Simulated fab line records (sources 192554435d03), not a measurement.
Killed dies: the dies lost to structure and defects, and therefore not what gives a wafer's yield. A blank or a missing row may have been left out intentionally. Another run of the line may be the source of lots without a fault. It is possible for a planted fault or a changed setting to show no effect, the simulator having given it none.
The tool behind it: which one? :: flow n5-finfet :: 12 lots, 36 wafers sampled, at 1 step of a route of 1938

== WHAT EACH GAUGE READ, for each wafer ==
N5_DUMMY_GATE_CD_MEAS_15: target cd 25.8 nm.
lot: L075
measured: day 3 03:27
on: cd-sem-01
cd-nm (nm): 24.76 25.22 25.00

lot: L077
measured: day 3 15:55
on: cd-sem-01
cd-nm (nm): 25.43 25.00 25.03

lot: L079
measured: day 4 06:11
on: cd-sem-03
cd-nm (nm): 25.16 24.48 24.96

lot: L081
measured: day 4 16:19
on: cd-sem-03
cd-nm (nm): 24.98 25.17 24.83

lot: L083
measured: day 5 06:21
on: cd-sem-02
cd-nm (nm): 24.72 24.87 25.13

lot: L086
measured: day 5 23:14
on: cd-sem-03
cd-nm (nm): 25.21 24.87 25.13

lot: L087
measured: day 6 09:14
on: cd-sem-02
cd-nm (nm): 25.11 24.84 24.77

lot: L089
measured: day 6 18:52
on: cd-sem-02
cd-nm (nm): 24.79 24.94 24.98

lot: L091
measured: day 7 07:26
on: cd-sem-02
cd-nm (nm): 24.75 24.91 25.21

lot: L093
measured: day 7 20:26
on: cd-sem-02
cd-nm (nm): 24.89 25.08 25.29

lot: L095
measured: day 8 04:26
on: cd-sem-01
cd-nm (nm): 25.12 24.96 25.01

lot: L097
measured: day 8 18:34
on: cd-sem-02
cd-nm (nm): 24.68 25.52 24.43

== WHICH TOOL RAN EACH LOT (tool, then ch and the chambers of the sampled wafers, then the start) ==
Before these readings, the record contains no process step.

== THE ANSWER, worked out from the rows above alone ==
Rule: the usual values come from the lots themselves. Put in order of their means at a reading, lots are off if they are a third of the lots or fewer, leave a main group of 4 or more, and stand apart from it by a gap of 3 or more times the standard deviation of the main group's means; of several such gaps the widest counts. The tables above print the reading to a certain number of digits; a main group whose means all agree to those digits is not used. A lot without any number at a reading at which 4 lots or more have one is off too. All remaining lots with rows at the step are treated as sound.
No lot is off on any of the readings shown, so nothing can be concluded from this.

== WHAT THE SIMULATOR HAD INSERTED ==
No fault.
